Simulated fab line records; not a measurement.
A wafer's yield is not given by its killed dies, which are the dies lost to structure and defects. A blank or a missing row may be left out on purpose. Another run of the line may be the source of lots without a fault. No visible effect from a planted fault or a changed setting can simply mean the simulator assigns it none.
A struck lot beside a sound one || flow n5_finfet || 27 steps out of a route of 1938
Sound: the wafers L694.2, L694.4. Wafers L703.1, L703.2, L703.6 were the ones struck. Last of all comes the cause.
Per side, at each step with rows, come the tool, then ch with its chambers, and then its first start. Under that, the readings that differ: sound wafers || struck wafers || difference of the means || sigmas: that difference in standard deviations of wafers without a fault.
alike: a reading whose means differ by less than 2 such deviations, as well as words and numbers matching on both sides. not compared: withheld readings; readings where some wafer has no value; bounds like >300 that might hide an equal value; numbers whose values overlap and for which the record gives no deviation.
A row with sigmas, a row that says differs or no value, or rows on one side alone: a step with any of these is where the two part. Non-overlapping numbers with no deviation appear without sigmas and do not part them. Lack of a reading on every wafer of one side parts them only where that side has two or more wafers.

first, 9 steps without rows for these wafers: N5_BEOL_M9_DESCUM_33 (chemistry O2, time 7 s); N5_BEOL_M9_ETCH_76 (etches underlayer in N2/H2, target depth 6.5 nm, time 5.2 s); N5_BEOL_M9_ETCH_65 (etches SiARC in CF4, target depth 15.6 nm, time 26 s); N5_BEOL_M9_ETCH_66 (etches SOC in N2/H2, target depth 80 nm, overetch 16 nm, time 120 s); N5_BEOL_M9_STRIP_69 (strips in N2/H2); N5_BEOL_M9_STRIP_77 (strips in N2/H2); N5_BEOL_M9_VIA_ETCH_34 (etches SiCOH lowk in C4F6/O2, target depth 182.4 nm, time 68.4 s); N5_BEOL_M9_STRIP_73 (strips in C4F6/O2); N5_BEOL_M9_STRIP_36 (strips in N2/H2).
N5_BEOL_M9_TRENCH_ETCH_37: etches SiCOH lowk in C4F6/O2, target depth 151.43 nm, time 49 s.
  sound on rie_diel-01 ch 0,3, day 11 11:21; struck on rie_diel-01 ch 1,2,3, day 14 02:02
{"reading": "bias_w (W)", "sound": "185.7 184.6", "struck": "162.9 163.3 162.7", "difference": -22.2, "sigmas": -38}
{"reading": "rf_vpp_V (V)", "sound": "684 645", "struck": "624 600 582", "difference": -62, "sigmas": -4}
{"reading": "model.etch.depth_nm (nm)", "sound": "148.4 155.2", "struck": "144.2 141.2 145.8", "difference": -8.1, "sigmas": ""}
{"reading": "model.BEOL_M9.feature_depth_nm (nm)", "sound": "148.4 155.2", "struck": "144.2 141.2 145.8", "difference": -8.1, "sigmas": ""}
{"reading": "model.TiN_of_BEOL_M9_HM_DEP_02.thk_nm (nm)", "sound": "15.6 15.6", "struck": "16 16.2 16.4", "difference": "+1", "sigmas": ""}
  alike: drypump_motor_current_A, oes_product_au, showerhead_plenum_p_Torr, throttle_valve_pct
  not compared: rf_hours_counter_h
then, 15 steps without rows for these wafers: N5_BEOL_M9_ETCH_41 (etches SiCN in CH3F/O2, target depth 36.6 nm, time 70.1 s); N5_BEOL_M9_STRIP_80 (strips in N2/H2, time 10 s); N5_BEOL_M9_HM_STRIP_39 (strips TiN in peroxide tin strip, target depth 25 nm, time 158 s); N5_BEOL_M9_SRD_40 (time 30 s); N5_BEOL_M9_PRECLEAN_42 (cleans in residue remover, time 60 s); N5_BEOL_M9_SRD_43 (time 30 s); N5_BEOL_M9_CURE_72 (cures SiCOH lowk, time 120 s); N5_BEOL_M9_DEGAS_44 (time 60 s); N5_BEOL_M9_PRE_CLEAN_45 (time 30 s); N5_BEOL_M9_ALD_74 (deposits TaN, target thk 2 nm, pulse time 2 s, purge time 3 s); N5_BEOL_M9_SURFACE_TREAT_79; N5_BEOL_M9_CVD_78 (deposits Co from CCTBA/H2, target thk 2 nm, time 138.9 s); N5_BEOL_M9_SPUTTER_48 (material Cu, target thk 12 nm, time 2 s); N5_BEOL_M9_ECD_50 (material Cu, target thk 318 nm); N5_BEOL_M9_ANNEAL_51 (time 90 s).
N5_BEOL_M9_CMP_52: polishes, stops on SiCOH lowk, t overpolish 7 s, target thk 140 nm.
  sound on cmp-03 ch 0,2, day 11 13:49; struck on cmp-03 ch 2,3, day 14 04:50
{"reading": "model.Cu_of_BEOL_M9_ECD_50.thk_nm (nm)", "sound": "137.2 143.2", "struck": "131.6 130 133.6", "difference": -8.5, "sigmas": ""}
  alike: barrier_field_endpoint_s, clearing_platen_rpm, edge_zone_pressure_frac, motor_current_A, overpolish_run_s, time_to_endpoint_s
-- record jumps: 2 days separate the struck wafers' starts on either side; left off in module BEOL_M9, taken up again in module PASSIVATION, whose first shown step is the route's number 1936 --
N5_PASSIVATION_PROBE_49:
  sound on prober-01, day 13 17:23; struck on prober-02, day 16 11:35
{"reading": "killed_on_rim", "sound": "12 16", "struck": "26 27 13", "difference": "+8", "sigmas": "+2"}
{"reading": "sort_bin_4_leakage (%)", "sound": "0 0", "struck": "1.44 0 0", "difference": "+0.48", "sigmas": "+3"}
  alike: defect_limited_yield, killed_at_M0_to_M3, killed_at_M4_up, killed_at_contacts, killed_at_front_end, killed_at_other, killed_dies, killed_open, killed_short, sort_bin_5_function, sort_bin_6_memory, sort_bin_8_speed, sort_n_pass, sort_yield_pct

## WHERE THEY PART
Earliest at N5_BEOL_M9_TRENCH_ETCH_37; latest, in this record, at N5_PASSIVATION_PROBE_49.

WHY: whatever the simulator had introduced
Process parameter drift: rie_diel-01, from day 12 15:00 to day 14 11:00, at N5_BEOL_M9_TRENCH_ETCH_37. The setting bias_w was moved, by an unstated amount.
